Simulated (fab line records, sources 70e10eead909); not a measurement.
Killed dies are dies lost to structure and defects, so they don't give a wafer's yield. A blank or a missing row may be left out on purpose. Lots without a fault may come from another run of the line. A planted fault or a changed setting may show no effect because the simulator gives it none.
fab line records | flow nand_harc | part 1 of 2: steps 1 to 42 of 43
record lots=6 wafers=18 last_day=24
route steps=1159 shown A_CONTACT@912 END@1159
lots that met no fault: from a run of the same line without faults
start_h: hours from the record's first day to the start of the lot's first wafer shown | wait_h: hours since the lot's step before | " the same as in the row above | L1.1+2: a row that stands for several wafers | - no value, or no start given | * or withheld: withheld | < > ~ a bound
route shown NAME@n: a module of which the file shows steps, and the number in the route of the first | usual: mean/standard deviation of fault-free wafers | same: alike in all rows | chamber/n: place in a boat | sites: the reading at each site | _std_site: their standard deviation | _edge_site: outer sites' mean less inner sites' | radius_mm: how far each site lies from the wafer's centre | mask NAME#n: copy n | behind: the tool/chamber that last shaped the wafer | hold: why the lot was held/for how many hours/how that ended | device: the transistor (n, p or np) that didn't switch | end of line: the same wafers' tests at the end of the route | a step without rows: its recipe alone | killed: dies lost to structure and defects at the first sort, not the wafer's yield | map: a wafer's dies, x killed, . not, _ none there
set.NAME: the setting as run; set.NAME@STEP: as run at that earlier step | model.NAME: the simulator's own value behind a step, which no gauge read
lots at some steps of the route; a table a step, a row a wafer
services: from which hour (start_h, from the record's first day; less than 0 if before it) a tool's chamber was out of use, for how many hours, and why
## steps
# step NHARC_A_CONTACT_ETCH_132
# recipe source_w=withheld pressure_mtorr=20 bias_v=1200 time_s=156 target_depth_a=9580 ar_flow_sccm=withheld c4f8_flow_sccm=withheld o2_flow_sccm=withheld chemistry=C4F8/O2/Ar
# columns lot.wafer tool chamber start_h wait_h rf_hours_counter_h
L921.1 har_cap_etch-01 1 370.81 0.1 59
L921.2 " 0 " " 59
L921.3 " 0 " " -
L922.2 har_cap_etch-02 0 403.27 0.1 13
L922.4 " 1 " " -
L922.3 " 0 " " -
L927.2 har_cap_etch-01 1 438.27 0.1 68
L927.1 " 0 " " 68
L927.4 " 1 " " -
L929.1 har_cap_etch-01 0 447.39 0.1 70
L929.2 " 1 " " 70
L929.3 " 1 " " -
L935.2 har_cap_etch-01 0 469.84 0.1 79
L935.4 " 0 " " -
L935.5 " 1 " " -
L942.2 har_cap_etch-02 0 513.75 0.1 33
L942.1 " 1 " " 33
L942.5 " 1 " " -
# step NHARC_A_CONTACT_ETCH_133
# recipe source_w=withheld pressure_mtorr=20 bias_v=400 time_s=195 target_depth_a=8400 ar_flow_sccm=withheld c4f8_flow_sccm=11.5 o2_flow_sccm=7.2 chemistry=C4F8/O2/Ar
# step NHARC_A_CONTACT_ETCH_91
# recipe target_depth_a=400 over_etch_frac=0.5 time_s=85.7 ion_energy_ev=120 ch3f_flow_sccm=50 o2_flow_sccm=30 ar_flow_sccm=200 rf_w=500 bias_w=100 chemistry=CH3F/O2
# step NHARC_A_CONTACT_ETCH_97
# recipe target_depth_a=200 over_etch_frac=0.5 time_s=10 ion_energy_ev=250 c4f6_flow_sccm=25 o2_flow_sccm=20 ar_flow_sccm=500 rf_w=600 bias_w=500 chemistry=C4F6/O2
# step NHARC_A_CONTACT_CD_MEAS_80
# usual cd_nm=189.8/0.58
# columns lot.wafer tool chamber start_h wait_h cd_nm
L921.1 cd_sem-02 - 371.73 - 190.0
L921.2 " - " " 189.3
L921.3 " - " " 190.5
L922.2 cd_sem-01 - 404.18 - 190.9
L922.3 " - " " 190.2
L922.4 " - " " 190.2
L927.1 cd_sem-03 - 439.19 - 189.6
L927.2 " - " " 189.8
L927.4 " - " " 189.5
L929.1 cd_sem-02 - 448.32 - 189.6
L929.2 " - " " 190.9
L929.3 " - " " 189.5
L935.2 cd_sem-03 - 470.79 - 190.3
L935.4 " - " " 189.1
L935.5 " - " " 189.8
L942.1 cd_sem-01 - 514.76 - 189.5
L942.2 " - " " 189.6
L942.5 " - " " 190.6
# step NHARC_A_CONTACT_STRIP_103
# recipe n2_flow_sccm=150 h2_flow_sccm=150 ar_flow_sccm=0 bias_w=0 chemistry=N2/H2
# step NHARC_A_CONTACT_STRIP_104
# recipe cf4_flow_sccm=100 chf3_flow_sccm=30 ar_flow_sccm=0 bias_w=0 chemistry=CF4/CHF3
# step NHARC_A_CONTACT_STRIP_105
# recipe o2_flow_sccm=400 cos_flow_sccm=20 ar_flow_sccm=0 bias_w=0 chemistry=O2/COS
# step NHARC_A_CONTACT_ETCH_106
# recipe target_depth_a=600 overetch_a=60 time_s=33 ion_energy_ev=100 cf4_flow_sccm=80 o2_flow_sccm=20 ar_flow_sccm=0 rf_w=300 bias_w=100 chemistry=CF4/O2
# step NHARC_A_CONTACT_STRIP_82
# recipe o2_flow_sccm=500 ar_flow_sccm=0 bias_w=0 chemistry=O2
# step NHARC_A_CONTACT_STRIP_83
# recipe time_s=600 temp_c=30 chemistry=post_etch_residue_remover
# step NHARC_A_CONTACT_DEP_84
# recipe target_thk_a=20000 temp_c=400 material=aC
# step NHARC_A_CONTACT_DEP_85
# recipe target_thk_a=500 target_thk_nm=50 temp_c=400 pressure_torr=3.5 flow_sccm=200 rf_w=350 material=SiON
# usual heater_power_w=702/72 rf_fwd_power_W=348.5/1.1
# columns lot.wafer tool chamber start_h wait_h heater_power_w rf_fwd_power_W
L921.2 pecvd-02 2 374.98 0.8 745 349.3
L921.1 " 0 " " 601 348.9
L921.3 " 1 " " 707 349.5
L922.3 pecvd-02 1 408.52 0.7 612 350.4
L922.2 " 0 " " 568 347.8
L922.4 " 2 " " 720 349.5
L927.2 pecvd-04 0 442.35 0.9 912 349.4
L927.1 " 2 " " 631 348.8
L927.4 " 0 " " 894 349.8
L929.2 pecvd-04 1 450.52 0.9 698 347.5
L929.3 " 2 " " 625 347.5
L929.1 " 0 " " 765 347.8
L935.2 pecvd-01 1 477.19 0.9 738 349.4
L935.4 " 2 " " 659 349.9
L935.5 " 0 " " 665 347.8
L942.1 pecvd-04 2 518.09 1.2 733 346.9
L942.2 " 0 " " 726 350.7
L942.5 " 0 " " 762 350.0
# step NHARC_A_CONTACT_DEHYDRATE_00
# recipe temp_c=150 time_s=120
# step NHARC_A_CONTACT_HMDS_01
# recipe time_s=30
# step NHARC_A_CONTACT_COAT_86
# recipe temp_c=260 time_s=75
# step NHARC_A_CONTACT_COAT_87
# recipe temp_c=225 time_s=65
# step NHARC_A_CONTACT_COAT_02
# recipe spin_rpm=1500 resist_thk_nm=90
# step NHARC_A_CONTACT_SOFTBAKE_03
# recipe temp_c=105 time_s=55
# step NHARC_A_CONTACT_EBR_04
# step NHARC_A_CONTACT_EXPOSE_05
# recipe na=1.35 sigma_outer=0.8 dose_mj=84.24 mask_id=A_CC
# step NHARC_A_CONTACT_PEB_06
# recipe peb_temp_c=100 peb_time_s=65
# step NHARC_A_CONTACT_DEVELOP_07
# recipe develop_time_s=35 dev_temp_c=23
# step NHARC_A_CONTACT_CD_MEAS_08
# recipe target_cd_nm=100 landing_energy_ev=500
# usual cd_nm=99.8/0.59
# same landing_energy_ev=500
# columns lot.wafer tool chamber start_h wait_h cd_nm
L921.1 cd_sem-03 0 375.57 - 100.4
L921.2 " 0 " " 100.4
L921.3 " 0 " " 100.9
L922.2 cd_sem-02 0 409.24 - 99.4
L922.3 " 0 " " 99.2
L922.4 " 0 " " 99.3
L927.1 cd_sem-01 0 443.06 - 99.2
L927.2 " 0 " " 100.2
L927.4 " 0 " " 99.0
L929.1 cd_sem-03 0 451.24 - 100.6
L929.2 " 0 " " 100.4
L929.3 " 0 " " 100.2
L935.2 cd_sem-01 0 477.86 - 100.3
L935.4 " 0 " " 100.2
L935.5 " 0 " " 99.4
L942.1 cd_sem-01 0 518.81 - 99.0
L942.2 " 0 " " 99.1
L942.5 " 0 " " 98.8
# step NHARC_A_CONTACT_OVL_MEAS_09
# usual overlay_x_nm=0.2/0.79 overlay_y_nm=0.0/0.79
# columns lot.wafer tool chamber start_h wait_h overlay_x_nm overlay_y_nm
L921.1 overlay-01 - 375.66 - 1.3 1.6
L921.2 " - " " 1.3 1.3
L921.3 " - " " 1.6 1.6
L922.2 overlay-01 - 409.33 - 0.5 -0.4
L922.3 " - " " -0.4 0.3
L922.4 " - " " -0.8 0.1
L927.1 overlay-02 - 443.15 - 0.2 0.3
L927.2 " - " " 0.1 0.6
L927.4 " - " " -0.3 0.2
L929.1 overlay-01 - 451.33 - -0.5 -0.5
L929.2 " - " " -1.4 -0.5
L929.3 " - " " -0.8 -0.9
L935.2 overlay-01 - 477.94 - 1.2 -1.1
L935.4 " - " " 0.9 -1.0
L935.5 " - " " 0.9 -1.4
L942.1 overlay-02 - 518.90 - -0.4 -0.5
L942.2 " - " " 0.3 -0.7
L942.5 " - " " 0.6 -0.1
# step NHARC_A_CONTACT_INSPECT_10
# usual raw_defect_count=31/14
# columns lot.wafer tool chamber start_h wait_h raw_defect_count
L921.1 defect_inspect-01 - 375.70 0.0 28
L921.2 " - " " 15
L921.3 " - " " 15
L922.2 defect_inspect-01 - 409.37 0.0 18
L922.3 " - " " 30
L922.4 " - " " 20
L927.1 defect_inspect-02 - 443.19 0.0 18
L927.2 " - " " 18
L927.4 " - " " 18
L929.1 defect_inspect-01 - 451.36 0.0 31
L929.2 " - " " 25
L929.3 " - " " 20
L935.2 defect_inspect-02 - 477.98 0.0 56
L935.4 " - " " 45
L935.5 " - " " 55
L942.1 defect_inspect-02 - 518.93 0.0 56
L942.2 " - " " 70
L942.5 " - " " 61
# step NHARC_A_CONTACT_DESCUM_13
# recipe time_s=3 o2_flow_sccm=200 ar_flow_sccm=0 bias_power_w=0 chemistry=O2
# step NHARC_A_CONTACT_ETCH_88
# recipe target_depth_a=390 over_etch_frac=0.3 time_s=65 ion_energy_ev=80 cf4_flow_sccm=150 ar_flow_sccm=0 rf_w=300 bias_w=100 chemistry=CF4
# usual drypump_motor_current_A=5.9/0.31 oes_product_au=1.002/0.009 rf_fwd_power_W=296.7/1.3 rf_vpp_V=151.6/1.2 showerhead_plenum_p_Torr=1.79/0.064 throttle_valve_pct=13.285/0.0087
# columns lot.wafer tool chamber start_h wait_h drypump_motor_current_A oes_product_au rf_fwd_power_W rf_hours_counter_h rf_vpp_V showerhead_plenum_p_Torr throttle_valve_pct
L921.2 rie_diel-07 0 375.85 0.1 5.6 1.000 298.2 27 151.0 1.81 13.293
L921.1 " 1 " " 5.9 1.011 295.0 29 152.7 1.85 13.279
L921.3 " 3 " " 6.2 1.022 297.0 27 148.7 1.69 13.276
L922.2 rie_diel-02 1 409.52 0.1 5.4 0.992 295.6 25 150.0 1.70 13.274
L922.4 " 2 " " 5.2 0.996 295.0 22 150.0 1.73 13.281
L922.3 " 3 " " 6.3 1.017 295.4 26 150.3 1.77 13.281
L927.4 rie_diel-07 2 443.33 0.1 6.2 1.008 294.6 5 151.3 1.82 13.280
L927.1 " 0 " " 5.6 0.998 298.5 6 151.8 1.80 13.291
L927.2 " 1 " " 5.9 1.001 296.4 6 152.4 1.85 13.281
L929.1 rie_diel-07 1 451.51 0.1 5.9 0.989 295.7 8 152.9 1.85 13.298
L929.2 " 2 " " 6.2 0.996 295.6 7 152.1 1.82 13.295
L929.3 " 0 " " 5.6 0.998 297.9 8 151.8 1.80 13.281
L935.4 rie_diel-07 0 478.18 0.1 5.6 1.001 298.4 13 151.1 1.80 13.274
L935.2 " 3 " " 6.2 1.019 296.2 13 150.8 1.68 13.290
L935.5 " 1 " " 5.9 1.000 295.9 - 151.9 1.84 13.292
L942.1 rie_diel-06 1 519.10 0.1 6.0 1.002 297.9 34 151.7 1.88 13.293
L942.2 " 2 " " 5.5 1.003 298.9 33 151.9 1.78 13.274
L942.5 " 2 " " 5.5 1.008 298.8 - 151.7 1.78 13.290
# step NHARC_A_CONTACT_ETCH_89
# recipe target_depth_a=2600 over_etch_frac=0.3 time_s=475.3 ion_energy_ev=200 n2_flow_sccm=150 h2_flow_sccm=150 ar_flow_sccm=0 rf_w=400 bias_w=150 chemistry=N2/H2
# step NHARC_A_CONTACT_ETCH_30
# recipe target_depth_a=605 time_s=30.2 cf4_flow_sccm=100 chf3_flow_sccm=30 ar_flow_sccm=0 rf_w=500 bias_w=200 chemistry=CF4/CHF3
# usual drypump_motor_current_A=5.9/0.31 oes_product_au=0.938/0.021 rf_fwd_power_W=491/3.5 rf_vpp_V=371.2/2.1 showerhead_plenum_p_Torr=1.59/0.059 throttle_valve_pct=16.803/0.0093
# columns lot.wafer tool chamber start_h wait_h drypump_motor_current_A oes_product_au rf_fwd_power_W rf_hours_counter_h rf_vpp_V showerhead_plenum_p_Torr throttle_valve_pct
L921.2 rie_diel-07 2 - - 6.2 0.970 489 30 371.3 1.62 16.806
L921.1 " 3 " " 6.2 0.986 487 28 366.7 1.50 16.796
L921.3 " 0 " " 5.6 0.955 495 27 370.1 1.61 16.813
L922.3 rie_diel-02 0 - - 6.0 0.917 495 28 367.7 1.49 16.803
L922.4 " 1 " " 5.4 0.928 489 25 368.5 1.52 16.822
L922.2 " 2 " " 5.2 0.910 487 22 368.7 1.54 16.818
L927.1 rie_diel-07 0 - - 5.6 0.926 493 6 370.2 1.61 16.817
L927.2 " 1 " " 5.9 0.928 489 6 372.9 1.64 16.825
L927.4 " 2 " " 6.2 0.914 486 5 371.8 1.62 16.805
L929.3 rie_diel-07 2 - - 6.2 0.925 489 8 372.2 1.62 16.801
L929.1 " 3 " " 6.2 0.931 492 7 368.6 1.49 16.803
L929.2 " 0 " " 5.6 0.927 496 8 370.8 1.60 16.810
L935.4 rie_diel-07 0 - - 5.6 0.931 496 13 371.5 1.60 16.796
L935.2 " 1 " " 5.9 0.941 489 15 372.5 1.64 16.800
L935.5 " 0 " " 5.6 0.922 495 - 371.5 1.60 16.792
L942.2 rie_diel-06 3 - - 6.0 0.926 489 37 372.2 1.62 16.792
L942.1 " 1 " " 6.0 0.931 492 34 373.2 1.67 16.799
L942.5 " 1 " " 6.0 0.914 489 - 373.0 1.68 16.812
# step NHARC_A_CONTACT_ETCH_31
# recipe target_depth_a=20000 over_etch_frac=0.3 time_s=520 ion_energy_ev=150 o2_flow_sccm=400 cos_flow_sccm=20 ar_flow_sccm=0 rf_w=500 bias_w=300 chemistry=O2/COS
# step NHARC_A_CONTACT_ETCH_134
# recipe source_w=withheld pressure_mtorr=20 bias_v=withheld time_s=140 target_depth_a=7000 ar_flow_sccm=withheld c4f8_flow_sccm=withheld o2_flow_sccm=withheld chemistry=C4F8/O2/Ar
# step NHARC_A_CONTACT_ETCH_135
# recipe source_w=withheld pressure_mtorr=20 bias_v=3000 time_s=132 target_depth_a=12870 ar_flow_sccm=withheld c4f8_flow_sccm=withheld o2_flow_sccm=withheld chemistry=C4F8/O2/Ar
# step NHARC_A_CONTACT_ETCH_136
# recipe source_w=withheld pressure_mtorr=20 bias_v=3000 time_s=132 target_depth_a=12870 ar_flow_sccm=withheld c4f8_flow_sccm=withheld o2_flow_sccm=withheld chemistry=C4F8/O2/Ar
# step NHARC_A_CONTACT_ETCH_137
# recipe source_w=withheld pressure_mtorr=20 bias_v=3000 time_s=132 target_depth_a=12870 ar_flow_sccm=withheld c4f8_flow_sccm=withheld o2_flow_sccm=withheld chemistry=C4F8/O2/Ar
# step NHARC_A_CONTACT_ETCH_138
# recipe source_w=withheld pressure_mtorr=20 bias_v=3000 time_s=132 target_depth_a=12890 ar_flow_sccm=withheld c4f8_flow_sccm=withheld o2_flow_sccm=withheld chemistry=C4F8/O2/Ar
# step NHARC_A_CONTACT_ETCH_139
# recipe source_w=withheld pressure_mtorr=20 bias_v=400 time_s=137 target_depth_a=5900 ar_flow_sccm=withheld c4f8_flow_sccm=11.5 o2_flow_sccm=7.2 chemistry=C4F8/O2/Ar
# columns lot.wafer tool chamber start_h wait_h rf_hours_counter_h
L921.2 har_cap_etch-01 0 377.44 0.1 60
L921.1 " 1 " " 60
L921.3 " 0 " " -
L922.2 har_cap_etch-02 0 411.11 0.1 14
L922.3 " 0 " " -
L922.4 " 1 " " -
L927.2 har_cap_etch-02 0 444.93 0.1 19
L927.1 " 1 " " 19
L927.4 " 1 " " -
L929.1 har_cap_etch-02 0 453.11 0.1 21
L929.2 " 1 " " 21
L929.3 " 0 " " -
L935.2 har_cap_etch-03 0 480.07 0.2 103
L935.4 " 0 " " -
L935.5 " 0 " " -
L942.2 har_cap_etch-01 0 520.86 0.1 86
L942.1 " 1 " " 86
L942.5 " 0 " " -
# step NHARC_A_CONTACT_ETCH_92
# recipe target_depth_a=400 over_etch_frac=0.5 time_s=85.7 ion_energy_ev=120 ch3f_flow_sccm=50 o2_flow_sccm=30 ar_flow_sccm=200 rf_w=500 bias_w=100 chemistry=CH3F/O2
# usual drypump_motor_current_A=5.9/0.33 oes_product_au=0.938/0.027 rf_fwd_power_W=495.4/2.2 rf_vpp_V=244.5/1.5 showerhead_plenum_p_Torr=2.47/0.094 throttle_valve_pct=20.662/0.0081
# columns lot.wafer tool chamber start_h wait_h drypump_motor_current_A oes_product_au rf_fwd_power_W rf_hours_counter_h rf_vpp_V showerhead_plenum_p_Torr throttle_valve_pct
L921.1 rie_diel-02 1 377.85 0.3 5.4 0.910 493.0 15 242.8 2.37 20.656
L921.3 " 3 " " 6.3 0.911 493.7 15 245.2 2.47 20.668
L921.2 " 0 " " 6.1 0.917 497.5 16 243.7 2.34 20.668
L922.4 rie_diel-02 1 411.61 0.3 5.4 0.927 495.8 25 243.2 2.37 20.658
L922.2 " 2 " " 5.2 0.928 495.3 23 246.3 2.41 20.667
L922.3 " 3 " " 6.3 0.947 493.3 26 244.7 2.46 20.655
L927.4 rie_diel-07 3 445.34 0.3 6.2 0.928 495.2 6 242.1 2.33 20.663
L927.1 " 1 " " 5.9 0.926 497.0 7 247.2 2.57 20.672
L927.2 " 2 " " 6.2 0.925 495.5 6 245.5 2.53 20.659
L929.1 rie_diel-07 3 453.55 0.4 6.2 0.941 496.4 8 243.9 2.33 20.678
L929.3 " 1 " " 5.9 0.920 496.3 9 246.0 2.57 20.659
L929.2 " 2 " " 6.2 0.917 492.8 8 244.7 2.53 20.671
L935.4 rie_diel-07 2 480.64 0.4 6.2 0.937 497.1 15 244.8 2.53 20.664
L935.2 " 3 " " 6.2 0.939 493.2 14 243.5 2.33 20.663
L935.5 " 1 " " 5.9 0.928 491.7 - 246.3 2.57 20.659
L942.1 rie_diel-07 3 521.31 0.4 6.2 0.934 496.9 20 241.9 2.33 20.671
L942.2 " 0 " " 5.6 0.929 497.7 20 243.4 2.50 20.666
L942.5 " 2 " " 6.2 0.930 490.9 - 243.9 2.52 20.673
# step NHARC_A_CONTACT_ETCH_98
# recipe target_depth_a=200 over_etch_frac=0.5 time_s=10 ion_energy_ev=250 c4f6_flow_sccm=25 o2_flow_sccm=20 ar_flow_sccm=500 rf_w=600 bias_w=500 chemistry=C4F6/O2
# step NHARC_A_CONTACT_CD_MEAS_15
# usual cd_nm=90.2/0.6
# columns lot.wafer tool chamber start_h wait_h cd_nm
L921.1 cd_sem-03 - 378.07 - 89.0
L921.2 " - " " 90.0
L921.3 " - " " 89.4
L922.2 cd_sem-02 - 411.81 - 89.8
L922.3 " - " " 89.3
L922.4 " - " " 89.4
L927.1 cd_sem-02 - 445.56 - 89.6
L927.2 " - " " 89.5
L927.4 " - " " 88.7
L929.1 cd_sem-02 - 453.79 - 89.4
L929.2 " - " " 89.8
L929.3 " - " " 88.9
L935.2 cd_sem-01 - 480.83 - 90.4
L935.4 " - " " 90.5
L935.5 " - " " 90.6
L942.1 cd_sem-03 - 521.50 - 90.9
L942.2 " - " " 91.2
L942.5 " - " " 91.2
# step NHARC_A_CONTACT_STRIP_107
# recipe n2_flow_sccm=150 h2_flow_sccm=150 ar_flow_sccm=0 bias_w=0 chemistry=N2/H2
# step NHARC_A_CONTACT_STRIP_108
# recipe cf4_flow_sccm=100 chf3_flow_sccm=30 ar_flow_sccm=0 bias_w=0 chemistry=CF4/CHF3
